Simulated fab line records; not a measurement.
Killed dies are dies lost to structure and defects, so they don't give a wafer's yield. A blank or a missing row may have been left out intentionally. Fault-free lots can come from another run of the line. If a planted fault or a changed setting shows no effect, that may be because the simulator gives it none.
fab line records	flow n5-finfet	part 1 of 2: steps 1 to 27 of 32
record lots=5	wafers=15	last-day=17
route steps=1938 shown BEOL_M13@1665
lots with no fault: from the same line, run without faults
start-h: hours from the record's opening day to when the first of the lot's shown wafers began	wait-h: hours from the lot's prior step to this one	" as in the row above	L1.1+2: one row covering several wafers at once	- no value present, or no start provided	* or withheld: withheld	< > ~ a bound
route shown NAME@n: NAME is a module with steps in the file, n the number in the route of the first one	usual: the fault-free wafers' mean and standard deviation	same: alike in all rows	chamber/n: place in a boat	sites: per-site readings	_std_site: their standard deviation	_edge_site: the outer-site mean with the inner-site mean subtracted	radius-mm: how far each site lies from the wafer's centre	mask NAME#n: copy n	behind: the tool/chamber that last shaped the wafer	hold: why the lot went on hold/how many hours it stayed there/how the hold came to an end	device: whichever transistor did not switch (one of n, p or np)	end of line: tests run on the same wafers once the route is complete	a step given without rows: its recipe and nothing more	killed: dies lost to structure and defects at the first sort, not the wafer's yield	map: a wafer's dies, x killed, . not, _ none there
set.NAME: the setting that was run; set.NAME@STEP: the one run at that earlier step	model.NAME: the simulator's own value behind a step, which no gauge read
a table for each step, a row for each wafer; lots at some steps of the route
services: a tool's chamber out of use, with start hour (start-h, from the record's first day; less than 0 if before it), hours out, and reason
## steps
# step N5_BEOL_M13_EXPOSE_07
# recipe mask-id=V12	na=0.93	source-shape=conventional	sigma-outer=0.6	polarization=unpolarized	attpsm-phase-deg=180	dose-mj=24.8
# usual focus-offset-nm=0.1/0.51
lot.wafer	tool	chamber	start-h	wait-h	mask	focus-offset-nm
L082.1	krf-scanner-01	0	278.51	-	V12#0	0.7
L082.4	"	0	"	"	V12#0	-0.2
L082.5	"	0	"	"	V12#0	-0.1
L081.2	krf-scanner-01	0	283.59	-	V12#0	-0.4
L081.4	"	0	"	"	V12#0	-0.3
L081.5	"	0	"	"	V12#0	0.1
L087.1	krf-scanner-01	0	307.21	-	V12#0	0.9
L087.2	"	0	"	"	V12#0	1.3
L087.3	"	0	"	"	V12#0	0.5
L090.1	krf-scanner-02	0	333.06	-	V12#0	0.3
L090.2	"	0	"	"	V12#0	-0.7
L090.3	"	0	"	"	V12#0	-0.9
L097.1	krf-scanner-01	0	369.42	-	V12#0	0.7
L097.2	"	0	"	"	V12#0	-0.2
L097.5	"	0	"	"	V12#0	0.7
# step N5_BEOL_M13_PEB_08
# recipe peb-temp-c=130	peb-time-s=90
lot.wafer	tool	chamber	start-h	wait-h
L082.1+4+5	litho-track-03	0	278.57	0.1
L081.2+4+5	litho-track-05	0	283.64	0.0
L087.1+2+3	litho-track-03	0	307.27	0.1
L090.1+2+3	litho-track-02	0	333.12	0.1
L097.1+2+5	litho-track-03	0	369.48	0.1
# step N5_BEOL_M13_DEVELOP_09
# recipe develop-time-s=45	rinse-liquid=diw	dry=air-spin	dev-temp-c=21
lot.wafer	tool	chamber	start-h	wait-h
L082.1+4+5	litho-track-03	0	-	-
L081.2+4+5	litho-track-05	0	-	-
L087.1+2+3	litho-track-03	0	-	-
L090.1+2+3	litho-track-02	0	-	-
L097.1+2+5	litho-track-03	0	-	-
# step N5_BEOL_M13_HARDBAKE_14
# recipe temp-c=130	time-s=120
lot.wafer	tool	chamber	start-h	wait-h
L082.1+4+5	litho-track-03	0	-	-
L081.2+4+5	litho-track-05	0	-	-
L087.1+2+3	litho-track-03	0	-	-
L090.1+2+3	litho-track-02	0	-	-
L097.1+2+5	litho-track-03	0	-	-
# step N5_BEOL_M13_CD_MEAS_10
# recipe target-cd-nm=190	landing-energy-ev=500	detector=se-inlens	polarity=opening
# usual cd-nm=189.3/1.4
lot.wafer	tool	chamber	start-h	wait-h	cd-nm
L082.1	cd-sem-01	0	278.68	-	190.0
L082.4	"	0	"	"	188.9
L082.5	"	0	"	"	191.3
L081.2	cd-sem-03	0	283.76	-	187.3
L081.4	"	0	"	"	187.7
L081.5	"	0	"	"	187.8
L087.1	cd-sem-02	0	307.38	-	191.3
L087.2	"	0	"	"	193.2
L087.3	"	0	"	"	191.0
L090.1	cd-sem-02	0	333.23	-	188.2
L090.2	"	0	"	"	187.3
L090.3	"	0	"	"	188.2
L097.1	cd-sem-01	0	369.59	-	190.3
L097.2	"	0	"	"	190.1
L097.5	"	0	"	"	192.1
# step N5_BEOL_M13_OVL_MEAS_11
# recipe points-per-wafer=44
# usual V12_OVL=0/6.3
# same points-per-wafer=44
lot.wafer	tool	chamber	start-h	wait-h	V12_OVL[nm]
L082.1	overlay-02	0	278.71	0.0	-14
L082.4	"	0	"	"	0
L082.5	"	0	"	"	-8
L081.2	overlay-01	0	283.79	0.0	-8
L081.4	"	0	"	"	-3
L081.5	"	0	"	"	-3
L087.1	overlay-01	0	307.41	0.0	-1
L087.2	"	0	"	"	-3
L087.3	"	0	"	"	-8
L090.1	overlay-01	0	333.26	0.0	-1
L090.2	"	0	"	"	6
L090.3	"	0	"	"	0
L097.1	overlay-02	0	369.62	0.0	-4
L097.2	"	0	"	"	11
L097.5	"	0	"	"	-8
# step N5_BEOL_M13_INSPECT_12
# recipe mode=adi	inspect-instrument=macro
# usual raw-defect-count=2.1/1.5
lot.wafer	tool	chamber	start-h	wait-h	raw-defect-count
L082.1	defect-inspect-01	-	278.74	0.0	2
L082.4	"	-	"	"	1
L082.5	"	-	"	"	3
L081.2	defect-inspect-02	-	283.81	0.0	0
L081.4	"	-	"	"	4
L081.5	"	-	"	"	1
L087.1	defect-inspect-01	-	307.44	0.0	1
L087.2	"	-	"	"	2
L087.3	"	-	"	"	1
L090.1	defect-inspect-02	-	333.29	0.0	2
L090.2	"	-	"	"	2
L090.3	"	-	"	"	2
L097.1	defect-inspect-01	-	369.65	0.0	4
L097.2	"	-	"	"	3
L097.5	"	-	"	"	2
# step N5_BEOL_M13_DESCUM_15
# recipe chemistry=O2	time-s=7.9	source-power-w=50	bias-power-w=20	pressure-mtorr=20	rf-frequency-hz=2.712e+07	temp-c=40	o2-flow-sccm=225
# usual drypump-motor-current-A=5.7/0.31	o2-flow-sccm=225.0/0.68	oes-product-au=0.75/0.082	rf-vpp-V=243.2/1.4	showerhead-plenum-p-Torr=2.09/0.076	throttle-valve-pct=20.52/0.21
lot.wafer	tool	chamber	start-h	wait-h	drypump-motor-current-A	o2-flow-sccm	oes-product-au	rf-hours-counter-h	rf-vpp-V	showerhead-plenum-p-Torr	throttle-valve-pct
L082.1	rie-diel-06	2	278.77	0.0	5.5	225.0	0.68	237	242.2	2.07	20.50
L082.4	"	1	"	"	5.9	226.1	0.71	-	245.9	2.18	20.66
L082.5	"	3	"	"	5.8	224.5	0.87	-	243.7	2.13	20.72
L081.2	rie-diel-05	0	284.07	0.3	5.8	225.4	0.73	180	241.3	2.00	20.75
L081.4	"	3	"	"	6.1	225.9	0.85	47	246.0	2.21	20.56
L081.5	"	3	"	"	6.1	225.7	0.85	-	245.8	2.21	20.55
L087.1	rie-diel-05	0	307.58	0.1	5.8	224.4	0.72	188	240.7	2.00	20.76
L087.2	"	2	"	"	5.5	224.3	0.82	82	244.2	2.11	20.26
L087.3	"	3	"	"	6.1	225.3	0.85	55	245.5	2.21	20.54
L090.1	rie-diel-06	2	333.32	0.0	5.5	224.1	1.00	1	244.1	2.07	20.03
L090.2	"	0	"	"	5.8	224.6	0.70	198	243.1	2.08	20.75
L090.3	"	3	"	"	5.8	225.5	0.84	86	244.3	2.12	20.78
L097.1	rie-diel-05	1	369.68	0.0	5.7	224.9	0.69	223	243.7	2.05	20.08
L097.2	"	0	"	"	5.8	224.7	0.71	208	241.1	1.99	20.77
L097.5	"	1	"	"	5.7	225.6	0.69	-	243.9	2.05	20.09
# step N5_BEOL_M13_ETCH_59
# recipe chemistry=N2/H2	target=BARC	target-depth-a=890	overetch-a=267	time-s=67.9	ion-energy-ev=200	pressure-mtorr=30	source-w=840	bias-w=150	n2-flow-sccm=200	h2-flow-sccm=200
# usual drypump-motor-current-A=5.7/0.31	oes-product-au=0.65/0.068	rf-vpp-V=523.8/2.5	showerhead-plenum-p-Torr=2.54/0.09	throttle-valve-pct=18.00/0.2
lot.wafer	tool	chamber	start-h	wait-h	drypump-motor-current-A	oes-product-au	rf-hours-counter-h	rf-vpp-V	showerhead-plenum-p-Torr	throttle-valve-pct
L082.1	rie-diel-06	2	278.81	0.0	5.5	0.59	237	521.3	2.52	17.98
L082.4	"	1	"	"	5.9	0.62	-	526.0	2.64	18.06
L082.5	"	3	"	"	5.8	0.73	-	524.3	2.58	18.08
L081.2	rie-diel-05	0	284.11	0.0	5.8	0.62	180	519.8	2.42	18.03
L081.4	"	3	"	"	6.1	0.73	47	526.3	2.69	18.04
L081.5	"	3	"	"	6.1	0.73	-	529.2	2.69	18.04
L087.1	rie-diel-05	0	307.62	0.0	5.8	0.62	188	520.3	2.42	18.06
L087.2	"	2	"	"	5.6	0.69	82	524.2	2.57	17.73
L087.3	"	3	"	"	6.1	0.71	55	528.3	2.69	18.05
L090.1	rie-diel-06	2	333.36	0.0	5.5	0.87	1	523.6	2.51	17.52
L090.2	"	0	"	"	5.8	0.60	198	523.2	2.50	18.14
L090.3	"	3	"	"	5.8	0.71	86	524.2	2.57	18.13
L097.1	rie-diel-05	1	369.72	0.0	5.7	0.59	223	523.7	2.50	17.67
L097.2	"	0	"	"	5.8	0.61	208	521.1	2.41	18.07
L097.5	"	1	"	"	5.8	0.59	-	524.6	2.50	17.66
# step N5_BEOL_M13_VIA_ETCH_16
# recipe chemistry=C4F8/O2/Ar	target=SiOC	pressure-mtorr=30	source-w=3000	bias-w=700	Ar_flow_sccm=400	C4F8_flow_sccm=15	O2_flow_sccm=8	he-inner-torr=15	he-outer-torr=30	target-depth-a=9217	time-s=withheld	ion-energy-ev=250	ends=cleared
# usual O2_flow_sccm=7.998/0.024	drypump-motor-current-A=5.7/0.31	oes-product-au=0.68/0.072	rf-vpp-V=665/3.2	showerhead-plenum-p-Torr=3.41/0.11	throttle-valve-pct=24.28/0.22
lot.wafer	tool	chamber	start-h	wait-h	O2_flow_sccm	drypump-motor-current-A	oes-product-au	rf-vpp-V	showerhead-plenum-p-Torr	throttle-valve-pct
L082.1	rie-diel-06	2	278.86	0.0	7.977	5.5	0.61	664	3.35	24.04
L082.4	"	1	"	"	8.001	5.9	0.64	669	3.52	24.28
L082.5	"	3	"	"	7.983	5.8	0.78	667	3.46	24.48
L081.2	rie-diel-05	0	284.16	0.0	8.007	5.8	0.66	661	3.27	24.46
L081.4	"	3	"	"	8.001	6.1	0.77	671	3.60	24.36
L081.5	"	3	"	"	7.968	6.2	0.76	672	3.60	24.37
L087.1	rie-diel-05	0	307.67	0.0	7.965	5.9	0.65	660	3.27	24.46
L087.2	"	2	"	"	7.996	5.6	0.74	666	3.45	24.09
L087.3	"	3	"	"	8.003	6.2	0.75	672	3.60	24.38
L090.1	rie-diel-06	2	333.41	0.0	7.990	5.5	0.90	664	3.35	23.66
L090.2	"	0	"	"	7.986	5.8	0.63	666	3.39	24.51
L090.3	"	3	"	"	7.979	5.8	0.76	668	3.45	24.49
L097.1	rie-diel-05	1	369.77	0.0	8.028	5.7	0.62	665	3.35	23.81
L097.2	"	0	"	"	7.937	5.8	0.64	662	3.25	24.49
L097.5	"	1	"	"	8.020	5.7	0.62	664	3.35	23.81
# step N5_BEOL_M13_STRIP_63
# recipe chemistry=N2/H2	power-w=1000	temp-c=250	h2-frac=0.65	overash-fraction=0.3	pressure-mtorr=1000	n2-flow-sccm=1750	h2-flow-sccm=3250
# usual drypump-motor-current-A=5.44/0.12	heater-power-w=354/49	oes-product-au=0.673/0.005	strip-time-to-endpoint-s=27.6/1.2
lot.wafer	tool	chamber	start-h	wait-h	drypump-motor-current-A	heater-power-w	oes-product-au	rf-hours-counter-h	strip-time-to-endpoint-s
L082.1	plasma-asher-02	0	279.09	-	5.52	427	0.669	92	28.0
L082.4	"	1	"	"	5.30	318	0.678	-	27.2
L082.5	"	0	"	"	5.52	438	0.669	-	25.7
L081.2	plasma-asher-01	0	284.40	-	5.34	321	0.678	115	27.6
L081.4	"	1	"	"	5.63	321	0.668	-	28.1
L081.5	"	1	"	"	5.63	321	0.677	-	28.2
L087.1	plasma-asher-02	0	307.90	-	5.49	437	0.677	98	27.0
L087.2	"	1	"	"	5.35	326	0.673	98	25.7
L087.3	"	1	"	"	5.32	334	0.671	-	28.7
L090.1	plasma-asher-02	0	333.65	-	5.50	431	0.674	102	30.2
L090.2	"	1	"	"	5.32	333	0.679	102	28.0
L090.3	"	1	"	"	5.32	325	0.671	-	28.6
L097.1	plasma-asher-01	0	370.01	-	5.36	318	0.665	133	26.7
L097.2	"	1	"	"	5.63	315	0.673	133	27.1
L097.5	"	0	"	"	5.36	320	0.670	-	27.5
# step N5_BEOL_M13_STRIP_64
# recipe chemistry=N2/H2	power-w=1000	temp-c=250	h2-frac=0.65	overash-fraction=0.3	pressure-mtorr=withheld	n2-flow-sccm=1750	h2-flow-sccm=3250
# usual drypump-motor-current-A=5.44/0.12	heater-power-w=354/49	oes-product-au=0.714/0.0044	strip-time-to-endpoint-s=31.30/0.055
lot.wafer	tool	chamber	start-h	wait-h	drypump-motor-current-A	heater-power-w	oes-product-au	rf-hours-counter-h	strip-time-to-endpoint-s
L082.1	plasma-asher-02	0	279.15	0.0	5.51	448	0.718	92	31.32
L082.4	"	1	"	"	5.26	333	0.715	-	31.29
L082.5	"	0	"	"	5.50	427	0.720	-	31.29
L081.2	plasma-asher-01	0	284.46	0.0	5.38	321	0.718	115	31.31
L081.4	"	1	"	"	5.61	325	0.713	-	31.24
L081.5	"	1	"	"	5.61	324	0.709	-	31.30
L087.1	plasma-asher-02	0	307.96	0.0	5.51	439	0.723	98	31.27
L087.2	"	1	"	"	5.32	336	0.712	98	31.30
L087.3	"	1	"	"	5.30	326	0.723	-	31.28
L090.1	plasma-asher-02	0	333.71	0.0	5.52	431	0.720	102	31.35
L090.2	"	1	"	"	5.31	329	0.720	102	31.26
L090.3	"	1	"	"	5.30	338	0.714	-	31.33
L097.1	plasma-asher-01	0	370.07	0.0	5.36	320	0.716	133	31.40
L097.2	"	1	"	"	5.61	324	0.713	133	31.28
L097.5	"	0	"	"	5.36	318	0.712	-	31.32
# step N5_BEOL_M13_STRIP_71
# recipe chemistry=post-etch-residue-remover	time-s=60	temp-c=25	remover-ph=withheld	remover-water-wt-pct=withheld	remover-fluoride-wt-pct=withheld
lot.wafer	tool	chamber	start-h	wait-h
L082.1+4+5	wet-bench-04	2,4,1	279.24	0.1
L081.2+4+5	wet-bench-05	2,3,4	284.54	0.1
L087.1+2+3	wet-bench-01	3,1,6	308.05	0.1
L090.1+2+3	wet-bench-05	3,2,6	333.79	0.1
L097.1+2+5	wet-bench-05	4,6,3	370.15	0.1
# step N5_BEOL_M13_SRD_72
# recipe time-s=30	temp-c=23	rinse-liquid=diw	dry=n2-spin	spin-rpm=1500	dry-time-s=30
# usual do-supply-ppb=10.01/0.11
# same dry-time-s=30
lot.wafer	tool	chamber	start-h	wait-h	do-supply-ppb
L082.1	wet-bench-04	2	279.26	0.0	9.94
L082.4	"	4	"	"	9.99
L082.5	"	1	"	"	10.11
L081.2	wet-bench-05	2	284.56	0.0	9.92
L081.4	"	3	"	"	9.84
L081.5	"	4	"	"	9.75
L087.1	wet-bench-01	3	308.07	0.0	10.00
L087.2	"	1	"	"	10.20
L087.3	"	6	"	"	9.88
L090.1	wet-bench-05	3	333.81	0.0	10.04
L090.2	"	2	"	"	9.95
L090.3	"	6	"	"	10.21
L097.1	wet-bench-05	4	370.17	0.0	10.09
L097.2	"	6	"	"	10.04
L097.5	"	3	"	"	9.83
# step N5_BEOL_M13_CD_MEAS_17
# recipe target-cd-nm=190	polarity=opening
# usual cd-nm=189.6/1.7
lot.wafer	tool	chamber	start-h	wait-h	cd-nm
L082.1	cd-sem-03	-	279.30	0.0	189.6
L082.4	"	-	"	"	190.5
L082.5	"	-	"	"	191.5
L081.2	cd-sem-02	-	284.61	0.0	188.8
L081.4	"	-	"	"	188.8
L081.5	"	-	"	"	189.0
L087.1	cd-sem-01	-	308.11	0.0	191.2
L087.2	"	-	"	"	193.5
L087.3	"	-	"	"	191.2
L090.1	cd-sem-03	-	333.85	0.0	188.3
L090.2	"	-	"	"	187.9
L090.3	"	-	"	"	187.6
L097.1	cd-sem-01	-	370.21	0.0	192.1
L097.2	"	-	"	"	190.8
L097.5	"	-	"	"	193.3
# step N5_BEOL_M13_COAT_65
# recipe resist=SOC	temp-c=250	time-s=60	spin-rpm=1500	resist-thk-nm=350
lot.wafer	tool	chamber	start-h	wait-h
L082.1+4+5	litho-track-03	0	279.34	0.0
L081.2+4+5	litho-track-03	0	284.64	0.0
L087.1+2+3	litho-track-02	0	308.15	0.0
L090.1+2+3	litho-track-02	0	333.89	0.0
L097.1+2+5	litho-track-03	0	370.25	0.0
# step N5_BEOL_M13_COAT_66
# recipe resist=SiARC	temp-c=220	time-s=60	spin-rpm=1500	resist-thk-nm=110
lot.wafer	tool	chamber	start-h	wait-h
L082.1+4+5	litho-track-03	0	-	-
L081.2+4+5	litho-track-03	0	-	-
L087.1+2+3	litho-track-02	0	-	-
L090.1+2+3	litho-track-02	0	-	-
L097.1+2+5	litho-track-03	0	-	-
# step N5_BEOL_M13_COAT_22
# recipe spin-rpm=2888	resist-thk-nm=300
lot.wafer	tool	chamber	start-h	wait-h
L082.1+4+5	litho-track-03	0	-	-
L081.2+4+5	litho-track-03	0	-	-
L087.1+2+3	litho-track-02	0	-	-
L090.1+2+3	litho-track-02	0	-	-
L097.1+2+5	litho-track-03	0	-	-
# step N5_BEOL_M13_EBR_24
# recipe solvent=PGMEA	ebr-width-mm=1.5
lot.wafer	tool	chamber	start-h	wait-h
L082.1+4+5	litho-track-03	0	-	-
L081.2+4+5	litho-track-03	0	-	-
L087.1+2+3	litho-track-02	0	-	-
L090.1+2+3	litho-track-02	0	-	-
L097.1+2+5	litho-track-03	0	-	-
# step N5_BEOL_M13_SOFTBAKE_23
# recipe temp-c=130	time-s=60
lot.wafer	tool	chamber	start-h	wait-h
L082.1+4+5	litho-track-03	0	-	-
L081.2+4+5	litho-track-03	0	-	-
L087.1+2+3	litho-track-02	0	-	-
L090.1+2+3	litho-track-02	0	-	-
L097.1+2+5	litho-track-03	0	-	-
# step N5_BEOL_M13_EXPOSE_25
# recipe mask-id=M13	na=0.93	source-shape=conventional	sigma-outer=0.4	polarization=unpolarized	target-cd-nm=210	dose-mj=22
# usual focus-offset-nm=-0.1/0.46
lot.wafer	tool	chamber	start-h	wait-h	mask	focus-offset-nm
L082.1	krf-scanner-01	0	279.58	-	M13#0	-0.5
L082.4	"	0	"	"	M13#0	-0.4
L082.5	"	0	"	"	M13#0	-0.2
L081.2	krf-scanner-02	0	284.89	-	M13#0	0.0
L081.4	"	0	"	"	M13#0	0.9
L081.5	"	0	"	"	M13#0	-0.5
L087.1	krf-scanner-01	0	308.39	-	M13#0	-0.8
L087.2	"	0	"	"	M13#0	-0.5
L087.3	"	0	"	"	M13#0	0.1
L090.1	krf-scanner-02	0	334.16	-	M13#0	0.0
L090.2	"	0	"	"	M13#0	-0.4
L090.3	"	0	"	"	M13#0	-0.8
L097.1	krf-scanner-01	0	370.37	-	M13#0	0.1
L097.2	"	0	"	"	M13#0	-0.7
L097.5	"	0	"	"	M13#0	0.2
# step N5_BEOL_M13_PEB_26
# recipe peb-temp-c=130	peb-time-s=90
lot.wafer	tool	chamber	start-h	wait-h
L082.1+4+5	litho-track-02	0	279.64	0.1
L081.2+4+5	litho-track-05	0	284.94	0.0
L087.1+2+3	litho-track-02	0	308.45	0.1
L090.1+2+3	litho-track-03	0	334.22	0.1
L097.1+2+5	litho-track-05	0	370.42	0.1
# step N5_BEOL_M13_DEVELOP_27
# recipe develop-time-s=45	rinse-liquid=diw	dry=air-spin	dev-temp-c=21
lot.wafer	tool	chamber	start-h	wait-h
L082.1+4+5	litho-track-02	0	-	-
L081.2+4+5	litho-track-05	0	-	-
L087.1+2+3	litho-track-02	0	-	-
L090.1+2+3	litho-track-03	0	-	-
L097.1+2+5	litho-track-05	0	-	-
# step N5_BEOL_M13_HARDBAKE_32
# recipe temp-c=130	time-s=120
lot.wafer	tool	chamber	start-h	wait-h
L082.1+4+5	litho-track-02	0	-	-
L081.2+4+5	litho-track-05	0	-	-
L087.1+2+3	litho-track-02	0	-	-
L090.1+2+3	litho-track-03	0	-	-
L097.1+2+5	litho-track-05	0	-	-
# step N5_BEOL_M13_CD_MEAS_28
# recipe target-cd-nm=209.5	landing-energy-ev=500	detector=se-inlens
# usual cd-nm=209.5/1.1
lot.wafer	tool	chamber	start-h	wait-h	cd-nm
L082.1	cd-sem-03	0	279.76	-	208.4
L082.4	"	0	"	"	210.3
L082.5	"	0	"	"	210.0
L081.2	cd-sem-01	0	285.06	-	210.5
L081.4	"	0	"	"	209.8
L081.5	"	0	"	"	211.6
L087.1	cd-sem-01	0	308.56	-	209.3
L087.2	"	0	"	"	208.2
L087.3	"	0	"	"	208.0
L090.1	cd-sem-02	0	334.34	-	210.9
L090.2	"	0	"	"	211.0
L090.3	"	0	"	"	210.9
L097.1	cd-sem-01	0	370.54	-	209.5
L097.2	"	0	"	"	209.4
L097.5	"	0	"	"	208.4
# step N5_BEOL_M13_OVL_MEAS_29
# recipe points-per-wafer=44
# usual M13_OVL=2/4
# same points-per-wafer=44
lot.wafer	tool	chamber	start-h	wait-h	M13_OVL[nm]
L082.1	overlay-02	0	279.79	0.0	8
L082.4	"	0	"	"	1
L082.5	"	0	"	"	0
L081.2	overlay-02	0	285.09	0.0	5
L081.4	"	0	"	"	4
L081.5	"	0	"	"	3
L087.1	overlay-02	0	308.59	0.0	-7
L087.2	"	0	"	"	-2
L087.3	"	0	"	"	-2
L090.1	overlay-02	0	334.37	0.0	-2
L090.2	"	0	"	"	-1
L090.3	"	0	"	"	1
L097.1	overlay-01	0	370.57	0.0	-2
L097.2	"	0	"	"	1
L097.5	"	0	"	"	-5
# step N5_BEOL_M13_INSPECT_30
# recipe mode=adi	inspect-instrument=macro
# usual raw-defect-count=2.1/1.4
lot.wafer	tool	chamber	start-h	wait-h	raw-defect-count
L082.1	defect-inspect-02	-	279.81	0.0	2
L082.4	"	-	"	"	1
L082.5	"	-	"	"	4
L081.2	defect-inspect-01	-	285.11	0.0	2
L081.4	"	-	"	"	0
L081.5	"	-	"	"	2
L087.1	defect-inspect-01	-	308.61	0.0	3
L087.2	"	-	"	"	1
L087.3	"	-	"	"	0
L090.1	defect-inspect-02	-	334.39	0.0	1
L090.2	"	-	"	"	3
L090.3	"	-	"	"	5
L097.1	defect-inspect-02	-	370.59	0.0	4
L097.2	"	-	"	"	5
L097.5	"	-	"	"	2
